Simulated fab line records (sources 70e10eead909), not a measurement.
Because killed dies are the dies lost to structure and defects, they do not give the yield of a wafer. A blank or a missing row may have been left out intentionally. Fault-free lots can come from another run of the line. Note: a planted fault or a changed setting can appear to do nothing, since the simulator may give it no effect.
Comparing a struck lot with a sound one + flow nand-harc + 14 steps out of a route of 1302
Sound: the wafers L511.4, L511.5, L511.6. The struck wafers were L520.3, L520.4, L520.5. Last of all comes the cause.
For every step that has rows: the tool of each side, followed by ch and its chambers, followed by its first start. Under that, the readings that differ: sound wafers + struck wafers + difference of the means + sigmas: that difference in standard deviations of wafers without a fault.
alike: readings whose means differ by less than 2 such deviations, and words and numbers that are the same on both sides. not compared: withheld readings, readings that some wafer has no value for, bounds like >300 that may hide the same value, and numbers for which the record gives no deviation and whose values overlap.
Wherever a step has rows on one side only, a row that says differs or no value, or a row with sigmas, the two part there. Non-overlapping numbers with no deviation appear without sigmas and do not part them. Lack of a reading on every wafer of one side parts them only where that side has two or more wafers.

NHARC_A_ONON_D1_THK_MEAS_30: measures by ellipsometry.
  sound on film-metro-01, day 10 18:25; struck on film-metro-02, day 12 07:13
  alike: thk-nm
NHARC_A_ONON_D1_DEP_33: deposits SiO2, target thk 200 nm.
  sound on pecvd-01 ch 0,1,2, day 10 18:37; struck on pecvd-03 ch 1,2, day 12 07:19
  alike: heater-power-outer-w, heater-power-w, rf-fwd-power-W, throttle-valve-pct
NHARC_A_ONON_D1_THK_MEAS_34: measures by ellipsometry.
  sound on film-metro-01, day 10 18:53; struck on film-metro-02, day 12 07:41
  alike: thk-nm
NHARC_A_ONON_D1_INSPECT_32:
  sound on defect-inspect-02, day 10 18:57; struck on defect-inspect-01, day 12 07:44
  alike: raw-defect-count
NHARC_A_CHANNEL_HOLE_D1_DEP_00: deposits aC, target thk 3100 nm.
  sound on acl-dep-01 ch 0, day 10 22:35; struck on acl-dep-03 ch 0, day 12 08:26
  alike: throttle-valve-pct
NHARC_A_CHANNEL_HOLE_D1_DEP_01: deposits SiON, target thk 140 nm.
  sound on pecvd-01 ch 0,1,2, day 10 23:43; struck on pecvd-01 ch 0,2, day 12 09:43
  alike: heater-power-outer-w, heater-power-w, rf-fwd-power-W
then, 5 steps without rows for these wafers: NHARC_A_CHANNEL_HOLE_D1_DEHYDRATE_02 (time 120 s); NHARC_A_CHANNEL_HOLE_D1_HMDS_03 (time 30 s); NHARC_A_CHANNEL_HOLE_D1_COAT_36 (time 75 s); NHARC_A_CHANNEL_HOLE_D1_COAT_37 (time 65 s); NHARC_A_CHANNEL_HOLE_D1_COAT_04 (resist thk 90 nm).
NHARC_A_CHANNEL_HOLE_D1_SOFTBAKE_05: time 55 s.
  sound on litho-track-06 ch 0, day 10 23:00; struck on litho-track-01 ch 0, day 12 09:00
| reading                  | sound                | struck               | difference | sigmas |
|--------------------------|----------------------|----------------------|------------|--------|
| heater-power-total-W (W) | 188.31 188.31 188.68 | 180.33 180.14 179.99 | -8.28      | -59    |
  alike: chill-plate-temp-C
next, for these wafers, 1 step has no rows: NHARC_A_CHANNEL_HOLE_D1_EBR_06.
NHARC_END_SORT_01:
  the record has rows for the sound wafers here (prober-01 ch 0, day 27 16:32) and none for the struck ones

WHERE THEY PART
Last at NHARC_END_SORT_01 as far as this record goes, first at NHARC_A_CHANNEL_HOLE_D1_SOFTBAKE_05.

WHY: what had been put in by the simulator
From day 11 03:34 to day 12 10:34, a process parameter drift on litho-track-01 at NHARC_A_CHANNEL_HOLE_D1_SOFTBAKE_05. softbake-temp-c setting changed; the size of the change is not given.
